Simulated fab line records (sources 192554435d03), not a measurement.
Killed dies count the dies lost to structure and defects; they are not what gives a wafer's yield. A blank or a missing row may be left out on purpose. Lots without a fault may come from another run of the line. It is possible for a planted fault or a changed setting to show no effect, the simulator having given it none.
Which of the tools did it?    flow n5 finfet    72 wafers from 24 lots sampled at 4 of the route's 1938 steps

WHAT EACH GAUGE READ, for each wafer
N5_BEOL_M4_THK_MEAS_53: measures by xrf.
lot   measured      on             M4_THK (nm)
L074  day 7 19:32   film metro-02  40.8 41.8 39.8
L075  day 8 01:14   film metro-02  39.0 41.2 41.0
L076  day 8 02:06   film metro-01  40.4 38.7 39.0
L077  day 8 20:49   film metro-01  39.6 38.2 39.3
L078  day 8 19:11   film metro-01  42.2 40.8 40.7
L079  day 9 01:04   film metro-01  39.1 38.9 41.0
L080  day 9 07:05   film metro-02  41.9 40.1 41.9
L081  day 9 20:33   film metro-02  39.3 37.6 38.9
L082  day 10 10:59  film metro-01  37.8 37.3 37.0
L083  day 10 14:55  film metro-01  40.2 39.1 38.5
L084  day 10 18:10  film metro-01  41.8 39.8 40.1
L085  day 11 19:14  film metro-02  38.6 39.7 40.0
L086  day 11 19:17  film metro-01  39.8 38.6 40.5
L087  day 11 15:59  film metro-02  41.8 40.4 40.8
L088  day 11 21:20  film metro-01  41.1 40.4 40.8
L089  day 12 03:05  film metro-02  41.9 42.3 41.9
L090  day 11 22:28  film metro-02  40.4 38.1 40.1
L092  day 12 20:25  film metro-01  42.6 41.2 41.4
L091  day 12 23:30  film metro-02  40.1 38.6 39.5
L093  day 13 01:12  film metro-01  42.7 42.1 42.4
L094  day 13 04:55  film metro-02  40.8 39.7 40.4
L095  day 13 05:32  film metro-01  40.8 41.2 41.0
L096  day 14 07:10  film metro-02  40.6 40.4 39.7
L097  day 14 10:09  film metro-01  39.0 40.7 41.5

EACH LOT AND THE TOOL THAT RAN IT (in order: tool; ch and the chambers of the sampled wafers; start)
lot   N5_BEOL_M4_ETCH_77                  N5_BEOL_M4_STRIP_97                            N5_BEOL_M4_SPUTTER_92
L074  rie diel-06 ch 0,1,3, day 7 10:54   rie diel-06 ch 1,3, day 7 18:04 or earlier     pvd sputter-02, day 7 18:04
L075  rie diel-02 ch 0,1,3, day 7 14:48   rie diel-02 ch 0,1,3, day 8 00:00 or earlier   pvd sputter-01, day 8 00:00
L076  rie diel-02 ch 0,1,2, day 7 20:22   rie diel-01 ch 1,2, day 8 00:52 or earlier     pvd sputter-03, day 8 00:52
L077  rie diel-06 ch 0,2,3, day 8 03:04   rie diel-02 ch 0,2, day 8 19:33 or earlier     pvd sputter-02, day 8 19:33
L078  rie diel-01 ch 2,3, day 8 07:20     rie diel-06 ch 0,2,3, day 8 17:56 or earlier   pvd sputter-03, day 8 17:56
L079  rie diel-01 ch 1,2, day 8 13:43     rie diel-06 ch 0,3, day 8 23:38 or earlier     pvd sputter-01, day 8 23:38
L080  rie diel-06 ch 0,1,2, day 9 01:32   rie diel-06 ch 0,1,2, day 9 05:52 or earlier   pvd sputter-03, day 9 05:52
L081  rie diel-01 ch 0,1,2, day 9 08:46   rie diel-06 ch 2,3, day 9 19:19 or earlier     pvd sputter-01, day 9 19:19
L082  rie diel-01 ch 0,1,2, day 10 01:25  rie diel-02 ch 1,3, day 10 09:45 or earlier    pvd sputter-01, day 10 09:45
L083  rie diel-01 ch 0,1, day 10 06:23    rie diel-06 ch 1,3, day 10 13:37 or earlier    pvd sputter-03, day 10 13:37
L084  rie diel-02 ch 1,2,3, day 10 08:33  rie diel-02 ch 1,2,3, day 10 16:51 or earlier  pvd sputter-02, day 10 16:51
L085  rie diel-01 ch 1,3, day 10 19:58    rie diel-02 ch 0,1, day 11 18:01 or earlier    pvd sputter-01, day 11 18:01
L086  rie diel-02 ch 0,1,3, day 11 06:38  rie diel-01 ch 0,2,3, day 11 18:04 or earlier  pvd sputter-02, day 11 18:04
L087  rie diel-02 ch 1,2, day 11 09:22    rie diel-01 ch 2,3, day 11 14:38 or earlier    pvd sputter-03, day 11 14:38
L088  rie diel-02 ch 0,1,3, day 11 14:14  rie diel-02 ch 1,3, day 11 19:54 or earlier    pvd sputter-02, day 11 19:54
L089  rie diel-02 ch 0,3, day 11 17:55    rie diel-01 ch 2,3, day 12 01:20 or earlier    pvd sputter-02, day 12 01:20
L090  rie diel-06 ch 0,1,2, day 11 18:13  rie diel-02 ch 0,1,3, day 11 21:08 or earlier  pvd sputter-03, day 11 21:08
L092  rie diel-06 ch 1,2,3, day 12 04:39  rie diel-01 ch 0,1,3, day 12 19:11 or earlier  pvd sputter-01, day 12 19:11
L091  rie diel-02 ch 1,2,3, day 12 11:16  rie diel-02 ch 0,1, day 12 22:11 or earlier    pvd sputter-01, day 12 22:11
L093  rie diel-01 ch 1,2,3, day 12 16:49  rie diel-06 ch 0,2,3, day 12 23:58 or earlier  pvd sputter-03, day 12 23:58
L094  rie diel-06 ch 1,2,3, day 12 18:19  rie diel-02 ch 0,1,2, day 13 03:42 or earlier  pvd sputter-01, day 13 03:42
L095  rie diel-02 ch 0,3, day 12 22:00    rie diel-01 ch 0,3, day 13 04:19 or earlier    pvd sputter-03, day 13 04:19
L096  rie diel-06 ch 0,1,2, day 14 00:20  rie diel-02 ch 1,2,3, day 14 05:56 or earlier  pvd sputter-02, day 14 05:56
L097  rie diel-01 ch 2,3, day 14 03:31    rie diel-02 ch 0,1, day 14 08:55 or earlier    pvd sputter-02, day 14 08:55
- N5_BEOL_M4_ETCH_77: etches underlayer in N2/H2, target depth 6.5 nm, time 5.2 s.
- N5_BEOL_M4_STRIP_97: strips in N2/H2, time 10 s.
- N5_BEOL_M4_SPUTTER_92: material Cu, target thk 4.5 nm, time 8.29 s.

WHAT THE TOOLS THEMSELVES READ (means of the sampled wafers that have a number; where no wafer has one, the mark that the record gives instead)
N5_BEOL_M4_ETCH_77.
lot   tool         drypump motor current A (A)  etch rf on time s (s)  oes product au (a.u.)  rf vpp V (V)  showerhead plenum p Torr (Torr)  throttle valve pct (%)
L074  rie diel-06  5.7                          5.24                   0.64                   525.0         2.55                             17.83
L075  rie diel-02  5.6                          5.10                   0.68                   525.4         2.59                             17.66
L076  rie diel-02  5.8                          5.11                   0.72                   523.6         2.54                             17.64
L077  rie diel-06  5.7                          5.11                   0.70                   523.5         2.53                             17.82
L078  rie diel-01  6.2                          5.12                   0.79                   522.1         2.49                             17.52
L079  rie diel-01  5.6                          5.20                   0.69                   523.6         2.49                             17.73
L080  rie diel-06  5.5                          5.07                   0.71                   525.0         2.57                             17.68
L081  rie diel-01  5.5                          5.17                   0.71                   523.1         2.49                             17.82
L082  rie diel-01  5.5                          5.23                   0.70                   523.1         2.49                             17.82
L083  rie diel-01  5.3                          5.09                   0.74                   522.8         2.49                             17.89
L084  rie diel-02  5.6                          5.20                   0.70                   523.3         2.53                             17.71
L085  rie diel-01  6.1                          5.13                   0.71                   522.7         2.49                             17.83
L086  rie diel-02  5.6                          5.08                   0.65                   524.5         2.58                             17.72
L087  rie diel-02  5.8                          5.14                   0.72                   521.9         2.48                             17.67
L088  rie diel-02  5.6                          5.14                   0.65                   524.6         2.58                             17.72
L089  rie diel-02  5.7                          5.12                   0.60                   525.5         2.62                             17.73
L090  rie diel-06  5.5                          5.23                   0.68                   524.4         2.56                             17.72
L092  rie diel-06  5.8                          5.13                   0.74                   525.4         2.57                             17.68
L091  rie diel-02  5.6                          5.14                   0.68                   523.4         2.52                             17.72
L093  rie diel-01  5.9                          5.17                   0.75                   523.2         2.48                             17.68
L094  rie diel-06  5.8                          5.18                   0.72                   523.8         2.57                             17.70
L095  rie diel-02  5.4                          5.19                   0.60                   525.7         2.62                             17.77
L096  rie diel-06  5.5                          5.14                   0.66                   524.7         2.55                             17.75
L097  rie diel-01  6.2                          5.16                   0.73                   521.5         2.47                             17.59

N5_BEOL_M4_STRIP_97.
lot   tool         drypump motor current A (A)  oes product au (a.u.)  rf vpp V (V)  showerhead plenum p Torr (Torr)  throttle valve pct (%)
L074  rie diel-06  6.0                          0.70                   58.5          2.45                             23.77
L075  rie diel-02  5.6                          0.79                   59.2          2.59                             23.45
L076  rie diel-01  5.6                          0.82                   59.2          2.49                             23.50
L077  rie diel-02  5.8                          0.82                   59.4          2.53                             23.50
L078  rie diel-06  5.7                          0.82                   59.5          2.53                             23.68
L079  rie diel-06  5.9                          0.73                   58.5          2.51                             23.89
L080  rie diel-06  5.5                          0.83                   59.4          2.56                             23.43
L081  rie diel-06  6.0                          0.76                   58.8          2.43                             23.82
L082  rie diel-02  5.6                          0.83                   58.7          2.54                             23.48
L083  rie diel-06  5.8                          0.71                   58.7          2.48                             23.54
L084  rie diel-02  5.6                          0.81                   58.3          2.53                             23.49
L085  rie diel-02  5.9                          0.80                   59.5          2.53                             23.52
L086  rie diel-01  5.8                          0.88                   59.4          2.47                             23.43
L087  rie diel-01  6.2                          0.88                   59.1          2.47                             23.37
L088  rie diel-02  5.4                          0.76                   58.6          2.57                             23.48
L089  rie diel-01  6.0                          0.85                   59.6          2.47                             23.36
L090  rie diel-02  5.7                          0.74                   58.7          2.57                             23.50
L092  rie diel-01  5.7                          0.91                   59.4          2.48                             23.58
L091  rie diel-02  5.8                          0.74                   58.6          2.57                             23.52
L093  rie diel-06  5.7                          0.87                   59.0          2.62                             23.61
L094  rie diel-02  5.8                          0.79                   58.9          2.52                             23.53
L095  rie diel-01  6.0                          0.89                   59.5          2.48                             23.47
L096  rie diel-02  5.6                          0.78                   59.3          2.52                             23.54
L097  rie diel-02  5.9                          0.73                   58.7          2.56                             23.54

N5_BEOL_M4_SPUTTER_92.
lot   tool            chamber pressure pa (Pa)  throttle valve pct (%)
L074  pvd sputter-02  0.06980                   29.4
L075  pvd sputter-01  0.07008                   29.9
L076  pvd sputter-03  0.06999                   31.1
L077  pvd sputter-02  0.07009                   29.2
L078  pvd sputter-03  0.06986                   30.4
L079  pvd sputter-01  0.06995                   29.6
L080  pvd sputter-03  0.06999                   30.2
L081  pvd sputter-01  0.06988                   29.5
L082  pvd sputter-01  0.06988                   29.9
L083  pvd sputter-03  0.07001                   30.3
L084  pvd sputter-02  0.06990                   29.3
L085  pvd sputter-01  0.07002                   29.5
L086  pvd sputter-02  0.07006                   28.8
L087  pvd sputter-03  0.06999                   30.2
L088  pvd sputter-02  0.06995                   28.6
L089  pvd sputter-02  0.07001                   28.8
L090  pvd sputter-03  0.07001                   30.4
L092  pvd sputter-01  0.07004                   29.6
L091  pvd sputter-01  0.07003                   29.7
L093  pvd sputter-03  0.07005                   30.4
L094  pvd sputter-01  0.06993                   29.9
L095  pvd sputter-03  0.06998                   29.7
L096  pvd sputter-02  0.06983                   29.2
L097  pvd sputter-02  0.06994                   28.7

THE ANSWER, worked out from the rows above alone
Rule: what is usual is taken from the lots themselves. Put in order of their means at a reading, lots are off if they are a third of the lots or fewer, leave a main group of 4 or more, and stand apart from it by a gap of 3 or more times the standard deviation of the main group's means; of several such gaps the widest counts. A main group is skipped when, at the precision printed for the reading in the tables above, its means are all equal. A lot without any number at a reading at which 4 lots or more have one is off too. Where the step has rows for the other lots, those lots are counted as sound. Order of review: gauges by route order, followed by the tools' own readings, for which a lot's mean as printed above is used. The first step at which some lot is off is used, and at that step the reading that is off furthest; a lot without a number counts as furthest.
Across all readings shown, no lot is off: no conclusion can be drawn from this.

WHAT THE SIMULATOR HAD PUT IN
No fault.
